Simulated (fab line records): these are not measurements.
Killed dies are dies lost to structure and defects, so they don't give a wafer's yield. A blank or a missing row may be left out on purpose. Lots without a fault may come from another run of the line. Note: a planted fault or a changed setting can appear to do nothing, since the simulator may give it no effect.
What tool caused it? | flow nandHarc | 33 wafers from 11 lots sampled at 5 of the route's 1159 steps

## WHAT THE GAUGES SHOWED, per wafer
NHARC_END_SORT_01.
lot  | measured     | on        | killedAtArray | killedAtOther | killedAtPeriphery | killedDies  | killedOpen | killedShort
L834 | day 23 16:39 | prober-02 | 669 674 668   | 1 0 0         | 7 3 9             | 677 677 677 | 3 1 9      | 4 2 3
L833 | day 23 15:46 | prober-01 | 674 675 670   | 1 1 2         | 2 1 5             | 677 677 677 | 2 4 2      | 0 1 2

## TOOL THAT RAN EACH LOT (tool first, then ch and the chambers of the sampled wafers, then the start)
lot  | NHARC_A_STAIRCASE_TRIM_231                   | NHARC_A_STAIRCASE_STRIP_238         | NHARC_A_STAIRCASE_ETCH_292        | NHARC_A_STAIRCASE_ETCH_294
L817 | rieDiel-01 ch 1,2,3, day 11 12:21 or earlier | plasmaAsher-02 ch 0,1, day 11 12:21 | rieDiel-13 ch 0,1,3, day 11 18:22 | rieDiel-13 ch 2,3, day 11 19:27
L818 | rieDiel-01 ch 0,2,3, day 11 21:53 or earlier | plasmaAsher-02 ch 0,1, day 11 21:53 | rieDiel-12 ch 0,1,3, day 12 03:32 | rieDiel-12 ch 0,2,3, day 12 04:25
L821 | rieDiel-12 ch 0,2, day 12 04:14 or earlier   | plasmaAsher-02 ch 0,1, day 12 04:14 | rieDiel-12 ch 0,1,2, day 12 10:21 | rieDiel-12 ch 1,2,3, day 12 11:02
L819 | rieDiel-12 ch 2,3, day 12 07:04 or earlier   | plasmaAsher-02 ch 0, day 12 07:04   | rieDiel-01 ch 1,2,3, day 12 13:55 | rieDiel-01 ch 0,1,2, day 12 14:35
L827 | rieDiel-01 ch 1,2, day 13 13:41 or earlier   | plasmaAsher-01 ch 0,1, day 13 13:41 | rieDiel-12 ch 0,3, day 13 19:41   | rieDiel-12 ch 2,3, day 13 20:14
L834 | rieDiel-01 ch 1,2,3, day 15 10:42 or earlier | plasmaAsher-02 ch 0,1, day 15 10:42 | rieDiel-01 ch 0,2,3, day 15 16:05 | rieDiel-01 ch 0,1, day 15 16:40
L833 | rieDiel-13 ch 1,2,3, day 15 11:44 or earlier | plasmaAsher-01 ch 0,1, day 15 11:44 | rieDiel-12 ch 1,2, day 15 17:07   | rieDiel-12 ch 0,2,3, day 15 17:47
L835 | rieDiel-12 ch 0,3, day 15 14:26 or earlier   | plasmaAsher-02 ch 0,1, day 15 14:26 | rieDiel-12 ch 0,1, day 15 21:31   | rieDiel-12 ch 0,2, day 15 22:11
L837 | rieDiel-13 ch 0,1,2, day 15 21:50 or earlier | plasmaAsher-01 ch 0,1, day 15 21:50 | rieDiel-12 ch 1,2,3, day 16 06:50 | rieDiel-12 ch 2,3, day 16 07:32
L836 | rieDiel-01 ch 0,1,3, day 16 06:17 or earlier | plasmaAsher-01 ch 0,1, day 16 06:17 | rieDiel-01 ch 0,2,3, day 16 13:29 | rieDiel-01 ch 2,3, day 16 14:31
L839 | rieDiel-12 ch 0,1,3, day 17 09:07 or earlier | plasmaAsher-01 ch 0,1, day 17 09:07 | rieDiel-13 ch 0,1,2, day 17 15:03 | rieDiel-13 ch 0,2,3, day 17 15:53
- NHARC_A_STAIRCASE_TRIM_231: chemistry O2, time 211.2 s.
- NHARC_A_STAIRCASE_STRIP_238: strips in O2.
- NHARC_A_STAIRCASE_ETCH_292: etches the open film in CF4/CHF3.
- NHARC_A_STAIRCASE_ETCH_294: etches the open film in C4F8/O2/Ar, target depth 4992 nm, time 1212.4 s.

## WHAT THE TOOLS THEMSELVES READ (means of the sampled wafers that have a number; where no wafer has one, the mark that the record gives instead)
NHARC_A_STAIRCASE_TRIM_231.
lot  | tool       | drypumpMotorCurrentA (A) | oesProductAu (a.u.) | rfVppV (V) | showerheadPlenumPTorr (Torr) | throttleValvePct (%)
L817 | rieDiel-01 | 5.9                      | 0.983               | 57.8       | 3.38                         | 17.041
L818 | rieDiel-01 | 5.7                      | 0.990               | 58.0       | 3.31                         | 17.035
L821 | rieDiel-12 | 5.9                      | 1.000               | 57.1       | 3.48                         | 17.040
L819 | rieDiel-12 | 6.1                      | 1.010               | 57.3       | 3.32                         | 17.036
L827 | rieDiel-01 | 5.8                      | 0.971               | 57.5       | 3.57                         | 17.039
L834 | rieDiel-01 | 5.9                      | 0.994               | 58.1       | 3.54                         | 17.036
L833 | rieDiel-13 | 6.0                      | 1.014               | 57.6       | 3.54                         | 17.032
L835 | rieDiel-12 | 5.7                      | 1.003               | 58.4       | 3.47                         | 17.038
L837 | rieDiel-13 | 5.7                      | 1.018               | 57.8       | 3.56                         | 17.041
L836 | rieDiel-01 | 5.8                      | 0.986               | 57.6       | 3.54                         | 17.039
L839 | rieDiel-12 | 5.7                      | 1.012               | 57.5       | 3.49                         | 17.036

NHARC_A_STAIRCASE_STRIP_238.
lot  | tool           | drypumpMotorCurrentA (A) | heaterPowerW (W)
L817 | plasmaAsher-02 | 5.9                      | 332
L818 | plasmaAsher-02 | 5.9                      | 330
L821 | plasmaAsher-02 | 5.8                      | 342
L819 | plasmaAsher-02 | 5.8                      | 356
L827 | plasmaAsher-01 | 5.1                      | 381
L834 | plasmaAsher-02 | 5.9                      | 330
L833 | plasmaAsher-01 | 5.1                      | 380
L835 | plasmaAsher-02 | 5.9                      | 329
L837 | plasmaAsher-01 | 5.3                      | 360
L836 | plasmaAsher-01 | 5.1                      | 382
L839 | plasmaAsher-01 | 5.3                      | 359

NHARC_A_STAIRCASE_ETCH_292.
lot  | tool       | biasW (W) | cf4FlowSccm (sccm) | drypumpMotorCurrentA (A) | oesProductAu (a.u.) | rfFwdPowerW (W) | rfVppV (V) | showerheadPlenumPTorr (Torr) | throttleValvePct (%)
L817 | rieDiel-13 | 199.8     | 100.3              | 5.7                      | 0.933               | 496.3           | 373        | 1.66                         | 16.804
L818 | rieDiel-12 | 199.8     | 99.9               | 5.7                      | 0.930               | 497.4           | 370        | 1.57                         | 16.801
L821 | rieDiel-12 | 199.6     | 99.9               | 5.8                      | 0.964               | 497.7           | 370        | 1.56                         | 16.799
L819 | rieDiel-01 | 200.3     | 100.0              | 5.9                      | 0.953               | 496.2           | 367        | 1.50                         | 16.803
L827 | rieDiel-12 | 199.7     | 99.9               | 5.4                      | 0.956               | 499.0           | 371        | 1.62                         | 16.802
L834 | rieDiel-01 | 199.9     | 100.1              | 5.7                      | 0.920               | 497.2           | 372        | 1.64                         | 16.805
L833 | rieDiel-12 | 199.7     | 99.8               | 6.1                      | 0.969               | 496.1           | 369        | 1.49                         | 16.800
L835 | rieDiel-12 | 199.3     | 99.8               | 5.4                      | 0.974               | 497.7           | 372        | 1.63                         | 16.808
L837 | rieDiel-12 | 200.5     | 100.2              | 6.1                      | 0.934               | 498.3           | 366        | 1.49                         | 16.800
L836 | rieDiel-01 | 200.1     | 100.3              | 5.7                      | 0.958               | 496.5           | 371        | 1.63                         | 16.808
L839 | rieDiel-13 | 199.6     | 100.2              | 5.8                      | 0.965               | 498.1           | 371        | 1.59                         | 16.814

NHARC_A_STAIRCASE_ETCH_294.
lot  | tool       | biasW (W) | chamberPressureMTorr (mTorr) | oesProductAu (a.u.) | rfFwdPowerW (W) | rfVppV (V)
L817 | rieDiel-13 | 2996      | 25.015                       | 0.937               | 598.1           | 1829
L818 | rieDiel-12 | 3002      | 24.994                       | 0.933               | 599.9           | 1822
L821 | rieDiel-12 | 2995      | 24.982                       | 0.954               | 598.6           | 1813
L819 | rieDiel-01 | 3006      | 24.994                       | 0.919               | 598.5           | 1813
L827 | rieDiel-12 | 2991      | 25.006                       | 0.938               | 600.8           | 1811
L834 | rieDiel-01 | -         | -                            | -                   | -               | -
L833 | rieDiel-12 | -         | -                            | -                   | -               | -
L835 | rieDiel-12 | 3000      | 24.996                       | 0.939               | 598.4           | 1822
L837 | rieDiel-12 | 3006      | 24.985                       | 0.944               | 600.3           | 1809
L836 | rieDiel-01 | 3001      | 24.987                       | 0.921               | 598.2           | 1825
L839 | rieDiel-13 | 3001      | 25.002                       | 0.949               | 598.3           | 1828

## THE ANSWER, worked out from the rows above alone
Rule: what is usual is taken from the lots themselves. Put in order of their means at a reading, lots are off if they are a third of the lots or fewer, leave a main group of 4 or more, and stand apart from it by a gap of 3 or more times the standard deviation of the main group's means; of several such gaps the widest counts. The tables above print the reading to a certain number of digits; a main group whose means all agree to those digits is not used. A lot without any number at a reading at which 4 lots or more have one is off too. Where the step has rows for the other lots, those lots are counted as sound. The gauges are gone through in route order, then the tools' own readings, and for those a lot's mean is taken as printed above. At the first step where some lot is off, the reading lying furthest off is the one used; lots without a number count as furthest.
Off at NHARC_A_STAIRCASE_ETCH_294 (biasW): L834, L833. Without a number there: L834, L833. For the main group the mean is 3000 W and the standard deviation 4.7.
If a tool, at that step or one of the process steps before it, ran each lot that is off and ran no sound lot following the first of them, it fits. With no start given for some of its lots, NHARC_A_STAIRCASE_TRIM_231 uses the hours and lot order of NHARC_A_STAIRCASE_STRIP_238. None of those tried fits.

## WHAT THE SIMULATOR PUT IN
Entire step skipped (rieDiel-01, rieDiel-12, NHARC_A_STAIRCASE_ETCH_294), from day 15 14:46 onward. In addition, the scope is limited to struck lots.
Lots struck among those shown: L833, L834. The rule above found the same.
